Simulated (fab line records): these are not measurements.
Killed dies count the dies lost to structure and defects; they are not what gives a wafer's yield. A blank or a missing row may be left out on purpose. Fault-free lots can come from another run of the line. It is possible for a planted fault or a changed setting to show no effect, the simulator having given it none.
What tool caused it? || flow n5-finfet || 11 lots, 30 wafers sampled, at 1 step of a route of 1938

== WHAT THE GAUGES SHOWED, per wafer ==
N5_BEOL_M13_OVL_MEAS_29. Usual: M13_OVL typically reads 0 nm, with standard deviation 5.7.
{"lot": "L196", "measured": "day 11 15:40", "on": "overlay-02", "M13_OVL (nm)": "0 5 -4", "flag": ""}
{"lot": "L197", "measured": "day 11 21:22", "on": "overlay-01", "M13_OVL (nm)": "5 12 5", "flag": ""}
{"lot": "L198", "measured": "day 12 12:54", "on": "overlay-02", "M13_OVL (nm)": "13 9 6", "flag": ""}
{"lot": "L201", "measured": "day 12 18:25", "on": "overlay-01", "M13_OVL (nm)": "3 3 5", "flag": ""}
{"lot": "L200", "measured": "day 12 22:07", "on": "overlay-01", "M13_OVL (nm)": "-2 0 -9", "flag": ""}
{"lot": "L204", "measured": "day 13 17:20", "on": "overlay-02", "M13_OVL (nm)": "1 -5 -4", "flag": ""}
{"lot": "L206", "measured": "day 13 23:20", "on": "overlay-02", "M13_OVL (nm)": "-8 -13 -7", "flag": ""}
{"lot": "L209", "measured": "day 14 22:38", "on": "overlay-02", "M13_OVL (nm)": "3 0 -3", "flag": ""}
{"lot": "L208", "measured": "day 14 22:58", "on": "overlay-01", "M13_OVL (nm)": "-2 -4", "flag": ""}
{"lot": "L211", "measured": "day 15 05:45", "on": "overlay-02", "M13_OVL (nm)": "-3 1", "flag": ""}
{"lot": "L212", "measured": "day 15 14:31", "on": "overlay-01", "M13_OVL (nm)": "-5 -3", "flag": ""}

== EACH LOT AND THE TOOL THAT RAN IT (in order: tool; ch and the chambers of the sampled wafers; start) ==
Before these readings, the record contains no process step.

== WHAT THE TOOLS THEMSELVES READ (means of the sampled wafers that have a number; where no wafer has one, the mark that the record gives instead) ==
The record holds no such reading with a usual standard deviation.

== THE ANSWER, worked out from the rows above alone ==
Rule: a lot counts as off when the mean over its wafers that have a number is more than 3 standard deviations away from the usual mean. Also off: a lot with no number at a reading for which 4 or more lots have one. All remaining lots with rows at the step are treated as sound. After the gauges, taken in route order, come the tools' own readings; for these a lot's mean is taken, as printed above. At the first step where some lot is off, the reading lying furthest off is the one used; lots without a number count as furthest.
Nothing can be told from this: no lot is off at any reading shown.

== WHAT WAS PUT IN BY THE SIMULATOR ==
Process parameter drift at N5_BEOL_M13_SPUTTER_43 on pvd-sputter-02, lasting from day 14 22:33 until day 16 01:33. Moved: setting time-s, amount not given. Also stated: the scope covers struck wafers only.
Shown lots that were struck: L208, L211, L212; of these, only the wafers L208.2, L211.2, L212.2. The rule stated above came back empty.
